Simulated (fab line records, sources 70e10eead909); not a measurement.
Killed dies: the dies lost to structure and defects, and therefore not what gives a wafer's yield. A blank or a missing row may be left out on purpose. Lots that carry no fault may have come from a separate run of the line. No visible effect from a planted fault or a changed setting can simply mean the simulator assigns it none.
Which tool did it? / flow nand harc / 10 lots, 30 wafers sampled, at 7 steps of a route of 1302

== WHAT THE GAUGES READ, wafer by wafer ==
NHARC_P_CONTACT_CD_MEAS_19. Usual: cd nm 90.1 nm, standard deviation 1.2.
lot=L833; measured=day 6 15:43; on=cd sem-01; cd nm (nm)=88.5 88.4 88.3; flag=
lot=L836; measured=day 7 23:47; on=cd sem-03; cd nm (nm)=88.7 88.1 90.3; flag=
lot=L837; measured=day 8 15:15; on=cd sem-01; cd nm (nm)=88.2 89.9 89.8; flag=
lot=L838; measured=day 9 00:07; on=cd sem-02; cd nm (nm)=90.0 90.1 92.0; flag=
lot=L842; measured=day 10 15:07; on=cd sem-01; cd nm (nm)=87.6 89.7 89.0; flag=
lot=L843; measured=day 11 01:43; on=cd sem-02; cd nm (nm)=91.5 92.8 91.5; flag=
lot=L845; measured=day 11 22:24; on=cd sem-02; cd nm (nm)=87.9 89.7 89.6; flag=
lot=L850; measured=day 14 03:26; on=cd sem-03; cd nm (nm)=89.6 90.1 89.0; flag=
lot=L852; measured=day 14 19:05; on=cd sem-02; cd nm (nm)=90.1 91.6 90.3; flag=
lot=L854; measured=day 15 14:49; on=cd sem-02; cd nm (nm)=89.2 88.2 87.9; flag=

NHARC_P_M0_CD_MEAS_09 targets a cd of 90 nm. Usual: cd nm 89.8 nm, standard deviation 0.5.
lot=L833; measured=day 6 18:49; on=cd sem-02; cd nm (nm)=89.8 89.4 89.6; flag=
lot=L836; measured=day 8 02:55; on=cd sem-01; cd nm (nm)=89.4 89.3 89.7; flag=
lot=L837; measured=day 8 18:14; on=cd sem-03; cd nm (nm)=90.3 89.8 89.8; flag=
lot=L838; measured=day 9 03:07; on=cd sem-01; cd nm (nm)=89.9 89.8 89.8; flag=
lot=L842; measured=day 10 18:10; on=cd sem-03; cd nm (nm)=89.6 89.1 89.3; flag=
lot=L843; measured=day 11 04:49; on=cd sem-01; cd nm (nm)=89.4 89.2 89.4; flag=
lot=L845; measured=day 12 01:33; on=cd sem-03; cd nm (nm)=89.5 89.5 89.8; flag=
lot=L850; measured=day 14 06:32; on=cd sem-02; cd nm (nm)=84.6 84.3 83.5; flag=OFF
lot=L852; measured=day 14 22:14; on=cd sem-02; cd nm (nm)=89.3 90.3 90.6; flag=
lot=L854; measured=day 15 17:55; on=cd sem-02; cd nm (nm)=85.4 84.7 85.6; flag=OFF

NHARC_P_M0_CD_MEAS_16. Usual: cd nm 89.8 nm, standard deviation 0.68.
lot=L833; measured=day 6 19:18; on=cd sem-03; cd nm (nm)=89.0 89.4 89.6; flag=
lot=L836; measured=day 8 03:34; on=cd sem-03; cd nm (nm)=88.8 88.6 89.9; flag=
lot=L837; measured=day 8 18:49; on=cd sem-02; cd nm (nm)=90.2 89.9 89.8; flag=
lot=L838; measured=day 9 03:37; on=cd sem-03; cd nm (nm)=90.2 90.3 89.7; flag=
lot=L842; measured=day 10 18:38; on=cd sem-02; cd nm (nm)=89.3 88.9 89.1; flag=
lot=L843; measured=day 11 05:19; on=cd sem-03; cd nm (nm)=89.1 88.6 89.3; flag=
lot=L845; measured=day 12 02:05; on=cd sem-02; cd nm (nm)=89.2 89.5 89.5; flag=
lot=L850; measured=day 14 07:01; on=cd sem-02; cd nm (nm)=84.6 84.0 83.0; flag=OFF
lot=L852; measured=day 14 22:43; on=cd sem-03; cd nm (nm)=90.2 90.4 90.7; flag=
lot=L854; measured=day 15 18:24; on=cd sem-03; cd nm (nm)=85.5 84.9 84.8; flag=OFF

NHARC_END_SORT_01. Usual: defect limited yield 91.8 %, standard deviation 2.3; killed at array 51, standard deviation 16; killed at other 0.6, standard deviation 0.88; killed at periphery 4.0, standard deviation 2.6; killed dies 55, standard deviation 16; killed open 3.5, standard deviation 1.9; killed short 2.3, standard deviation 1.6; sort_bin_2_pct 2.9 %, standard deviation 1.1; sort_bin_3_pct 0.6 %, standard deviation 0.41; sort_bin_4_pct 4.6 %, standard deviation 1.3; sort n pass 622, standard deviation 16; sort rim yield pct 93 %, standard deviation 3.2; sort yield pct 91.8 %, standard deviation 2.3.
lot=L842; measured=day 30 08:27; on=prober-02; defect limited yield (%)=91.1 92.0 93.9; killed at array=57 50 40; killed at other=0 0 0; killed at periphery=3 4 1; killed dies=60 54 41; killed open=3 6 3; killed short=2 4 1; sort_bin_2_pct (%)=3.0 2.8 1.6; sort_bin_3_pct (%)=0.9 1.0 0.6; sort_bin_4_pct (%)=5.0 4.1 3.8; sort n pass=617 623 636; sort rim yield pct (%)=96 86 89; sort yield pct (%)=91.1 92.0 93.9; flag=
lot=L845; measured=day 30 11:19; on=prober-01; defect limited yield (%)=92.0 90.7 92.3; killed at array=50 60 51; killed at other=0 0 0; killed at periphery=4 3 1; killed dies=54 63 52; killed open=3 3 2; killed short=2 0 5; sort_bin_2_pct (%)=2.8 4.6 3.5; sort_bin_3_pct (%)=0.6 0.7 0.7; sort_bin_4_pct (%)=4.6 4.0 3.4; sort n pass=623 614 625; sort rim yield pct (%)=94 91 92; sort yield pct (%)=92.0 90.7 92.3; flag=

== WHAT TOOL EACH LOT RAN ON (gives the tool, then ch and the chambers of the sampled wafers, and finally the start) ==
lot=L833; NHARC_P_CONTACT_ETCH_36=rie diel-09 ch 0,2,3, day 6 15:43 or earlier; NHARC_P_CONTACT_STRIP_28=rie diel-05 ch 1,2,3, day 6 15:49; NHARC_P_M0_EXPOSE_06=arfi scanner-02 ch 0, day 6 18:41
lot=L836; NHARC_P_CONTACT_ETCH_36=rie diel-05 ch 1,2,3, day 7 23:47 or earlier; NHARC_P_CONTACT_STRIP_28=rie diel-09 ch 1,3, day 7 23:51; NHARC_P_M0_EXPOSE_06=arfi scanner-03 ch 0, day 8 02:47
lot=L837; NHARC_P_CONTACT_ETCH_36=rie diel-09 ch 0,1,3, day 8 15:15 or earlier; NHARC_P_CONTACT_STRIP_28=rie diel-05 ch 2,3, day 8 15:19; NHARC_P_M0_EXPOSE_06=arfi scanner-03 ch 0, day 8 18:05
lot=L838; NHARC_P_CONTACT_ETCH_36=rie diel-05 ch 0,1,2, day 9 00:07 or earlier; NHARC_P_CONTACT_STRIP_28=rie diel-07 ch 1,2,3, day 9 00:13; NHARC_P_M0_EXPOSE_06=arfi scanner-03 ch 0, day 9 02:59
lot=L842; NHARC_P_CONTACT_ETCH_36=rie diel-07 ch 1,2,3, day 10 15:07 or earlier; NHARC_P_CONTACT_STRIP_28=rie diel-07 ch 2,3, day 10 15:11; NHARC_P_M0_EXPOSE_06=arfi scanner-02 ch 0, day 10 18:01
lot=L843; NHARC_P_CONTACT_ETCH_36=rie diel-07 ch 0,1, day 11 01:43 or earlier; NHARC_P_CONTACT_STRIP_28=rie diel-07 ch 0,2, day 11 01:47; NHARC_P_M0_EXPOSE_06=arfi scanner-03 ch 0, day 11 04:41
lot=L845; NHARC_P_CONTACT_ETCH_36=rie diel-09 ch 0,1,2, day 11 22:24 or earlier; NHARC_P_CONTACT_STRIP_28=rie diel-09 ch 1,2,3, day 11 22:30; NHARC_P_M0_EXPOSE_06=arfi scanner-03 ch 0, day 12 01:25
lot=L850; NHARC_P_CONTACT_ETCH_36=rie diel-07 ch 0,1,3, day 14 03:26 or earlier; NHARC_P_CONTACT_STRIP_28=rie diel-07 ch 1,2,3, day 14 03:30; NHARC_P_M0_EXPOSE_06=arfi scanner-02 ch 0, day 14 06:23
lot=L852; NHARC_P_CONTACT_ETCH_36=rie diel-09 ch 0,1,2, day 14 19:05 or earlier; NHARC_P_CONTACT_STRIP_28=rie diel-07 ch 0,1,3, day 14 19:10; NHARC_P_M0_EXPOSE_06=arfi scanner-01 ch 0, day 14 22:05
lot=L854; NHARC_P_CONTACT_ETCH_36=rie diel-09 ch 0,3, day 15 14:49 or earlier; NHARC_P_CONTACT_STRIP_28=rie diel-09 ch 0,3, day 15 14:53; NHARC_P_M0_EXPOSE_06=arfi scanner-02 ch 0, day 15 17:47
- NHARC_P_CONTACT_ETCH_36: etches the open film in N2/H2, target depth 260 nm, time 406.25 s.
- NHARC_P_CONTACT_STRIP_28: strips in O2.
- NHARC_P_M0_EXPOSE_06: exposes mask P M0, target cd 90 nm.

== WHAT THE TOOLS THEMSELVES READ (means of the sampled wafers that have a number; where no wafer has one, the mark that the record gives instead) ==
NHARC_P_CONTACT_ETCH_36. Usual: drypump motor current A 5.4 A, standard deviation 0.45; oes product au 1.001 a.u., standard deviation 0.0073; rf vpp V 429.9 V, standard deviation 2.6; showerhead plenum p Torr 2.02 Torr, standard deviation 0.09; throttle valve pct 14.171 %, standard deviation 0.0094.
lot=L833; tool=rie diel-09; drypump motor current A (A)=5.2; oes product au (a.u.)=1.002; rf vpp V (V)=428.3; showerhead plenum p Torr (Torr)=1.98; throttle valve pct (%)=14.167; flag=
lot=L836; tool=rie diel-05; drypump motor current A (A)=5.9; oes product au (a.u.)=0.992; rf vpp V (V)=429.8; showerhead plenum p Torr (Torr)=2.02; throttle valve pct (%)=14.171; flag=
lot=L837; tool=rie diel-09; drypump motor current A (A)=5.1; oes product au (a.u.)=1.006; rf vpp V (V)=430.5; showerhead plenum p Torr (Torr)=2.05; throttle valve pct (%)=14.165; flag=
lot=L838; tool=rie diel-05; drypump motor current A (A)=5.9; oes product au (a.u.)=1.002; rf vpp V (V)=428.8; showerhead plenum p Torr (Torr)=2.00; throttle valve pct (%)=14.178; flag=
lot=L842; tool=rie diel-07; drypump motor current A (A)=5.8; oes product au (a.u.)=1.001; rf vpp V (V)=430.5; showerhead plenum p Torr (Torr)=2.03; throttle valve pct (%)=14.180; flag=
lot=L843; tool=rie diel-07; drypump motor current A (A)=5.8; oes product au (a.u.)=1.005; rf vpp V (V)=432.6; showerhead plenum p Torr (Torr)=2.09; throttle valve pct (%)=14.177; flag=
lot=L845; tool=rie diel-09; drypump motor current A (A)=5.3; oes product au (a.u.)=1.001; rf vpp V (V)=429.1; showerhead plenum p Torr (Torr)=2.00; throttle valve pct (%)=14.159; flag=
lot=L850; tool=rie diel-07; drypump motor current A (A)=5.9; oes product au (a.u.)=1.000; rf vpp V (V)=431.9; showerhead plenum p Torr (Torr)=2.09; throttle valve pct (%)=14.168; flag=
lot=L852; tool=rie diel-09; drypump motor current A (A)=5.3; oes product au (a.u.)=1.003; rf vpp V (V)=429.3; showerhead plenum p Torr (Torr)=2.00; throttle valve pct (%)=14.166; flag=
lot=L854; tool=rie diel-09; drypump motor current A (A)=5.1; oes product au (a.u.)=0.997; rf vpp V (V)=429.4; showerhead plenum p Torr (Torr)=2.01; throttle valve pct (%)=14.168; flag=

NHARC_P_CONTACT_STRIP_28. Usual: drypump motor current A 5.6 A, standard deviation 0.5; o2 flow sccm 499.9 sccm, standard deviation 1.3; oes product au 1.001 a.u., standard deviation 0.0064; rf vpp V 57.8 V, standard deviation 0.81; showerhead plenum p Torr 3.52 Torr, standard deviation 0.15; throttle valve pct 17.037 %, standard deviation 0.0098.
lot=L833; tool=rie diel-05; drypump motor current A (A)=5.9; o2 flow sccm (sccm)=500.7; oes product au (a.u.)=0.995; rf vpp V (V)=57.3; showerhead plenum p Torr (Torr)=3.50; throttle valve pct (%)=17.031; flag=
lot=L836; tool=rie diel-09; drypump motor current A (A)=5.0; o2 flow sccm (sccm)=500.1; oes product au (a.u.)=1.007; rf vpp V (V)=57.5; showerhead plenum p Torr (Torr)=3.58; throttle valve pct (%)=17.041; flag=
lot=L837; tool=rie diel-05; drypump motor current A (A)=6.1; o2 flow sccm (sccm)=499.4; oes product au (a.u.)=1.004; rf vpp V (V)=58.3; showerhead plenum p Torr (Torr)=3.60; throttle valve pct (%)=17.048; flag=
lot=L838; tool=rie diel-07; drypump motor current A (A)=5.8; o2 flow sccm (sccm)=500.0; oes product au (a.u.)=0.999; rf vpp V (V)=57.6; showerhead plenum p Torr (Torr)=3.52; throttle valve pct (%)=17.036; flag=
lot=L842; tool=rie diel-07; drypump motor current A (A)=5.7; o2 flow sccm (sccm)=500.9; oes product au (a.u.)=1.003; rf vpp V (V)=58.6; showerhead plenum p Torr (Torr)=3.62; throttle valve pct (%)=17.032; flag=
lot=L843; tool=rie diel-07; drypump motor current A (A)=5.4; o2 flow sccm (sccm)=499.5; oes product au (a.u.)=0.998; rf vpp V (V)=57.7; showerhead plenum p Torr (Torr)=3.63; throttle valve pct (%)=17.038; flag=
lot=L845; tool=rie diel-09; drypump motor current A (A)=5.2; o2 flow sccm (sccm)=500.9; oes product au (a.u.)=1.002; rf vpp V (V)=58.2; showerhead plenum p Torr (Torr)=3.49; throttle valve pct (%)=17.043; flag=
lot=L850; tool=rie diel-07; drypump motor current A (A)=5.9; o2 flow sccm (sccm)=500.9; oes product au (a.u.)=1.000; rf vpp V (V)=58.4; showerhead plenum p Torr (Torr)=3.52; throttle valve pct (%)=17.034; flag=
lot=L852; tool=rie diel-07; drypump motor current A (A)=6.0; o2 flow sccm (sccm)=499.8; oes product au (a.u.)=0.996; rf vpp V (V)=57.5; showerhead plenum p Torr (Torr)=3.61; throttle valve pct (%)=17.035; flag=
lot=L854; tool=rie diel-09; drypump motor current A (A)=5.0; o2 flow sccm (sccm)=500.4; oes product au (a.u.)=1.005; rf vpp V (V)=57.2; showerhead plenum p Torr (Torr)=3.51; throttle valve pct (%)=17.023; flag=

NHARC_P_M0_EXPOSE_06. Usual: exposure dose mJ cm2 81.27, standard deviation 0.076.
lot=L833; tool=arfi scanner-02; exposure dose mJ cm2=81.22; flag=
lot=L836; tool=arfi scanner-03; exposure dose mJ cm2=81.38; flag=
lot=L837; tool=arfi scanner-03; exposure dose mJ cm2=81.25; flag=
lot=L838; tool=arfi scanner-03; exposure dose mJ cm2=81.28; flag=
lot=L842; tool=arfi scanner-02; exposure dose mJ cm2=81.21; flag=
lot=L843; tool=arfi scanner-03; exposure dose mJ cm2=81.30; flag=
lot=L845; tool=arfi scanner-03; exposure dose mJ cm2=81.25; flag=
lot=L850; tool=arfi scanner-02; exposure dose mJ cm2=74.39; flag=OFF
lot=L852; tool=arfi scanner-01; exposure dose mJ cm2=81.24; flag=
lot=L854; tool=arfi scanner-02; exposure dose mJ cm2=75.84; flag=OFF

== THE ANSWER, worked out from the rows above alone ==
Rule: a lot counts as off when the mean over its wafers that have a number is more than 3 standard deviations away from the usual mean. Also off: a lot with no number at a reading for which 4 or more lots have one. Where the step has rows for the other lots, those lots are counted as sound. The gauges are gone through in route order, then the tools' own readings, and for those a lot's mean is taken as printed above. The first step at which some lot is off is used, and at that step the reading that is off furthest; a lot without a number counts as furthest.
Off at NHARC_P_M0_CD_MEAS_09 (cd nm): L850, L854.
If a tool, at a process step before that reading, ran all the lots that are off and no sound lot after the first of them, it fits. The gauges at NHARC_P_M0_CD_MEAS_09 aren't tried: what is off there is off at NHARC_P_M0_EXPOSE_06 too, on other tools, and a gauge's error can't cause that. With no start given for some of its lots, NHARC_P_CONTACT_ETCH_36 uses the hours and lot order of NHARC_P_CONTACT_CD_MEAS_19. One candidate fits, namely arfi scanner-02 at NHARC_P_M0_EXPOSE_06. A fault onset in the window from L842 (day 10 18:01, its last sound lot) to L850 (day 14 06:23, its first lot off) fits.
The tool's own readings at NHARC_P_M0_EXPOSE_06 bear it out: on the lots that are off they differ by more than 5 times the standard deviation of the sound lots' means. exposure dose mJ cm2 reads 75.12 there against 81.27 on the sound lots.

== WHAT THE SIMULATOR HAD PUT IN ==
Process parameter drift: arfi scanner-02, from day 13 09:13 on, at NHARC_P_M0_EXPOSE_06. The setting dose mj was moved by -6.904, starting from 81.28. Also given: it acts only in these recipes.
Shown lots that were struck: L850, L854. The same result came from the rule above.
